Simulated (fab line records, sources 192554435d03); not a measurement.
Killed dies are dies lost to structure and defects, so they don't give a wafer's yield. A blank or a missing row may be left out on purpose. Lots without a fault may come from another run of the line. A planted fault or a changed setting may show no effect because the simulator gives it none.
Which tool did it? | flow n5_finfet | 11 lots, 29 wafers sampled, at 6 steps of a route of 1938

WHAT THE GAUGES READ, wafer by wafer
N5_BEOL_M1_THK_MEAS_01. Usual: M1_ILD_THK 78.7 nm, standard deviation 0.98.
lot  | measured     | on            | M1_ILD_THK (nm) | flag
L601 | day 6 09:55  | film_metro-02 | 78.8 78.0 78.6  |
L604 | day 6 20:36  | film_metro-02 | 78.9 80.4       |
L605 | day 7 06:08  | film_metro-02 | 79.0 81.0 80.5  |
L607 | day 7 20:10  | film_metro-02 | 77.9 79.1 78.9  |
L608 | day 7 23:09  | film_metro-01 | 77.1 79.0 78.3  |
L609 | day 8 03:01  | film_metro-02 | 79.1 78.6 78.7  |
L610 | day 8 14:44  | film_metro-01 | 79.3 80.3 81.2  |
L612 | day 9 01:36  | film_metro-02 | 77.1 77.5 79.2  |
L615 | day 10 16:04 | film_metro-01 | 88.7 79.3       | OFF
L617 | day 10 18:13 | film_metro-02 | 89.1 91.3       | OFF
L622 | day 11 14:59 | film_metro-02 | 90.3 79.0       | OFF

N5_BEOL_M4_RC_MEAS_101. Usual: DIBL_N 36.5 mV/V, standard deviation 1.9; DIBL_P 36.4 mV/V, standard deviation 2.2; IOFF_N 0.17 nA/um, standard deviation 0.034; IOFF_P 0.21 nA/um, standard deviation 0.036; ION_N 678 uA/um, standard deviation 12; ION_P 462 uA/um, standard deviation 7.1; SS_N 71.7 mV/dec, standard deviation 0.61; SS_P 73.4 mV/dec, standard deviation 0.71; VT_N 249 mV, standard deviation 3.5; VT_P -251 mV, standard deviation 3.
lot  | measured     | on        | DIBL_N (mV/V)  | DIBL_P (mV/V)  | IOFF_N (nA/um) | IOFF_P (nA/um) | ION_N (uA/um) | ION_P (uA/um) | SS_N (mV/dec)  | SS_P (mV/dec)  | VT_N (mV)   | VT_P (mV)      | flag
L601 | day 8 17:21  | prober-02 | 37.6 40.3 36.1 | 37.9 40.5 35.1 | 0.16 0.23 0.15 | 0.23 0.27 0.18 | 671 691 666   | 455 471 453   | 71.6 71.8 70.9 | 73.9 75.4 73.0 | 248 243 251 | -250 -247 -253 |
L604 | day 9 01:02  | prober-01 | 34.2 34.4      | 34.7 34.6      | 0.15 0.15      | 0.20 0.20      | 675 676       | 464 471       | 70.5 70.9      | 72.9 73.6      | 249 250     | -249 -248      |
L605 | day 9 17:25  | prober-02 | 38.1 35.4 39.0 | 38.5 33.8 39.9 | 0.20 0.14 0.22 | 0.25 0.18 0.28 | 687 670 688   | 464 456 473   | 71.9 71.4 72.3 | 73.6 72.7 74.6 | 246 251 245 | -249 -252 -248 |
L607 | day 10 22:04 | prober-02 | 34.9 35.3 34.3 | 34.9 33.9 33.7 | 0.15 0.15 0.14 | 0.20 0.19 0.19 | 681 666 667   | 470 458 469   | 71.3 71.8 71.0 | 73.2 72.7 72.7 | 247 249 250 | -250 -248 -253 |
L608 | day 10 21:35 | prober-01 | 36.3 36.0 35.0 | 34.0 33.9 32.9 | 0.13 0.13 0.12 | 0.17 0.16 0.16 | 664 671 658   | 456 453 458   | 70.8 70.9 71.3 | 72.6 73.0 72.2 | 253 252 256 | -258 -255 -256 |
L609 | day 11 09:53 | prober-01 | 38.7 37.5 36.0 | 38.9 38.0 35.6 | 0.20 0.18 0.14 | 0.23 0.21 0.17 | 692 691 664   | 470 467 457   | 72.4 72.1 71.6 | 74.4 73.2 73.2 | 244 249 254 | -250 -252 -256 |
L610 | day 11 14:27 | prober-02 | 34.8 35.9 38.4 | 36.8 37.5 41.5 | 0.14 0.16 0.22 | 0.22 0.22 0.30 | 680 672 706   | 472 464 483   | 71.0 72.0 72.2 | 72.4 72.7 73.6 | 249 249 243 | -247 -249 -243 |
L612 | day 12 12:31 | prober-01 | 38.7 37.4 39.8 | 36.9 35.4 39.0 | 0.17 0.15 0.20 | 0.20 0.18 0.24 | 686 657 690   | 460 455 466   | 71.9 71.2 72.5 | 73.5 73.8 74.3 | 248 254 249 | -252 -254 -252 |
L615 | day 13 06:35 | prober-02 | 33.7 38.1      | 34.0 39.5      | 0.11 0.18      | 0.16 0.24      | 664 683       | 456 474       | 71.0 72.7      | 72.5 73.6      | 255 252     | -252 -250      |
L617 | day 13 11:50 | prober-01 | 38.4 36.3      | 39.3 37.2      | 0.20 0.17      | 0.25 0.21      | 689 699       | 470 473       | 71.7 71.5      | 73.9 72.8      | 244 248     | -248 -250      |
L622 | day 14 22:29 | prober-01 | 37.5 36.8      | 38.2 36.7      | 0.19 0.18      | 0.21 0.20      | 677 680       | 459 460       | 72.0 71.3      | 73.9 73.4      | 248 244     | -250 -252      |

WHICH TOOL RAN EACH LOT (tool, then ch and the chambers of the sampled wafers, then the start)
lot  | N5_BEOL_M0_ALD_136                 | N5_BEOL_M0_SPUTTER_134       | N5_BEOL_M0_ANNEAL_135        | N5_BEOL_M1_ILD_DEP_00
L601 | ald_metal-04 ch 0,1,2, day 6 07:39 | pvd_sputter-03, day 6 08:25  | pvd_sputter-03, day 6 08:29  | pecvd-03 ch 0,1, day 6 09:50
L604 | ald_metal-02 ch 0,3, day 6 18:31   | pvd_sputter-03, day 6 19:18  | pvd_sputter-03, day 6 19:23  | pecvd-03 ch 1,2, day 6 20:32
L605 | ald_metal-03 ch 2,3, day 7 03:28   | pvd_sputter-01, day 7 04:48  | pvd_sputter-01, day 7 04:53  | pecvd-03 ch 0,2, day 7 06:04
L607 | ald_metal-02 ch 1,3, day 7 17:19   | pvd_sputter-02, day 7 18:13  | pvd_sputter-02, day 7 18:18  | pecvd-04 ch 0,1,2, day 7 20:07
L608 | ald_metal-03 ch 0,1,3, day 7 20:52 | pvd_sputter-03, day 7 21:35  | pvd_sputter-03, day 7 21:40  | pecvd-04 ch 0,1,2, day 7 22:50
L609 | ald_metal-04 ch 0,1,3, day 8 01:01 | pvd_sputter-01, day 8 01:43  | pvd_sputter-01, day 8 01:48  | pecvd-03 ch 0,1,2, day 8 02:57
L610 | ald_metal-02 ch 1,2,3, day 8 12:16 | pvd_sputter-02, day 8 12:57  | pvd_sputter-02, day 8 13:02  | pecvd-02 ch 1,2, day 8 14:40
L612 | ald_metal-04 ch 1,2,3, day 8 23:08 | pvd_sputter-03, day 8 23:57  | pvd_sputter-03, day 9 00:02  | pecvd-03 ch 0,2, day 9 01:32
L615 | ald_metal-03 ch 1,2, day 10 13:54  | pvd_sputter-01, day 10 14:44 | pvd_sputter-01, day 10 14:49 | pecvd-03 ch 0,2, day 10 15:59
L617 | ald_metal-04 ch 0,1, day 10 15:32  | pvd_sputter-01, day 10 16:54 | pvd_sputter-01, day 10 16:59 | pecvd-03 ch 0,2, day 10 18:09
L622 | ald_metal-02 ch 1,2, day 11 11:23  | pvd_sputter-03, day 11 13:42 | pvd_sputter-03, day 11 13:46 | pecvd-03 ch 0,2, day 11 14:56
- N5_BEOL_M0_ALD_136: deposits TaN, pulse time 2 s, purge time 3 s, co reactant purge time 2 s.
- N5_BEOL_M0_SPUTTER_134: material Cu, target thk 4 nm, time 7.37 s.
- N5_BEOL_M0_ANNEAL_135: time 60 s.
- N5_BEOL_M1_ILD_DEP_00: deposits SiOC from DEMS/O2, target thk 79 nm, time 15.3 s.

WHAT THE TOOLS THEMSELVES READ (means of the sampled wafers that have a number; where no wafer has one, the mark that the record gives instead)
N5_BEOL_M0_ALD_136. Usual: heater_power_w 417 W, standard deviation 52; mfc_carrier_sccm 1500 sccm, standard deviation 4.4.
lot  | tool         | heater_power_w (W) | mfc_carrier_sccm (sccm) | flag
L601 | ald_metal-04 | 411                | 1500                    |
L604 | ald_metal-02 | 426                | 1494                    |
L605 | ald_metal-03 | 354                | 1502                    |
L607 | ald_metal-02 | 466                | 1499                    |
L608 | ald_metal-03 | 434                | 1503                    |
L609 | ald_metal-04 | 396                | 1496                    |
L610 | ald_metal-02 | 440                | 1499                    |
L612 | ald_metal-04 | 418                | 1500                    |
L615 | ald_metal-03 | 372                | 1500                    |
L617 | ald_metal-04 | 396                | 1499                    |
L622 | ald_metal-02 | 444                | 1498                    |

N5_BEOL_M0_SPUTTER_134. Usual: chuck_gas_flow_sccm 1.28 sccm, standard deviation 0.058; substrate_temp_c -20.00 C, standard deviation 0.099; throttle_valve_pct 30.3 %, standard deviation 1.3.
lot  | tool           | chuck_gas_flow_sccm (sccm) | substrate_temp_c (C) | throttle_valve_pct (%) | flag
L601 | pvd_sputter-03 | 1.29                       | -19.93               | 29.5                   |
L604 | pvd_sputter-03 | 1.37                       | -19.98               | 29.8                   |
L605 | pvd_sputter-01 | 1.26                       | -20.14               | 32.5                   |
L607 | pvd_sputter-02 | 1.30                       | -19.98               | 28.8                   |
L608 | pvd_sputter-03 | 1.26                       | -20.13               | 29.8                   |
L609 | pvd_sputter-01 | 1.27                       | -19.85               | 30.5                   |
L610 | pvd_sputter-02 | 1.26                       | -19.86               | 30.1                   |
L612 | pvd_sputter-03 | 1.26                       | -20.00               | 29.4                   |
L615 | pvd_sputter-01 | 1.21                       | -20.00               | 31.9                   |
L617 | pvd_sputter-01 | 1.33                       | -20.00               | 32.3                   |
L622 | pvd_sputter-03 | 1.25                       | -20.02               | 29.1                   |

N5_BEOL_M0_ANNEAL_135. Usual: heater_power_w 814 W, standard deviation 70.
lot  | tool           | heater_power_w (W) | flag
L601 | pvd_sputter-03 | 785                |
L604 | pvd_sputter-03 | 874                |
L605 | pvd_sputter-01 | 785                |
L607 | pvd_sputter-02 | 875                |
L608 | pvd_sputter-03 | 840                |
L609 | pvd_sputter-01 | 731                |
L610 | pvd_sputter-02 | 826                |
L612 | pvd_sputter-03 | 822                |
L615 | pvd_sputter-01 | 849                |
L617 | pvd_sputter-01 | 768                |
L622 | pvd_sputter-03 | 788                |

N5_BEOL_M1_ILD_DEP_00. Usual: heater_power_w 479 W, standard deviation 84; showerhead_plenum_p_Torr 5.689 Torr, standard deviation 0.019; showerhead_vpp_V 1439 V, standard deviation 64; throttle_valve_pct 11.7 %, standard deviation 0.34.
lot  | tool     | heater_power_w (W) | showerhead_plenum_p_Torr (Torr) | showerhead_vpp_V (V) | throttle_valve_pct (%) | flag
L601 | pecvd-03 | 535                | 5.692                           | 1373                 | 11.7                   |
L604 | pecvd-03 | 553                | 5.673                           | 1430                 | 11.6                   |
L605 | pecvd-03 | 489                | 5.680                           | 1465                 | 11.5                   |
L607 | pecvd-04 | 395                | 5.716                           | 1433                 | 11.9                   |
L608 | pecvd-04 | 375                | 5.695                           | 1431                 | 12.1                   |
L609 | pecvd-03 | 508                | 5.678                           | 1435                 | 11.7                   |
L610 | pecvd-02 | 518                | 5.698                           | 1441                 | 11.6                   |
L612 | pecvd-03 | 447                | 5.675                           | 1470                 | 11.5                   |
L615 | pecvd-03 | 489                | 5.668                           | 1456                 | 11.6                   |
L617 | pecvd-03 | 462                | 5.670                           | 1496                 | 11.8                   |
L622 | pecvd-03 | 464                | 5.672                           | 1468                 | 11.6                   |

THE ANSWER, worked out from the rows above alone
Rule: a lot is off if the mean of its wafers that have a number lies more than 3 standard deviations from the usual mean. A lot without any number at a reading at which 4 lots or more have one is off too. The other lots that the step has rows for count as sound. The gauges are gone through in route order, then the tools' own readings, and for those a lot's mean is taken as printed above. The first step at which some lot is off is used, and at that step the reading that is off furthest; a lot without a number counts as furthest.
Off: L615, L617, L622, at N5_BEOL_M1_THK_MEAS_01 (M1_ILD_THK).
A tool fits if, at a process step before that reading, it ran every lot that is off, and no sound lot after the first of them. The gauges at N5_BEOL_M1_THK_MEAS_01 are tried like those tools. One fits: pecvd-03 at N5_BEOL_M1_ILD_DEP_00. Its last sound lot is L612 (day 9 01:32), its first lot that is off L615 (day 10 15:59): a fault that began between those two fits.

WHAT THE SIMULATOR HAD PUT IN
Process parameter drift: pecvd-03, from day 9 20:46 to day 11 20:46, at N5_BEOL_M1_ILD_DEP_00. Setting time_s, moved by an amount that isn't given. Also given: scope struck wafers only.
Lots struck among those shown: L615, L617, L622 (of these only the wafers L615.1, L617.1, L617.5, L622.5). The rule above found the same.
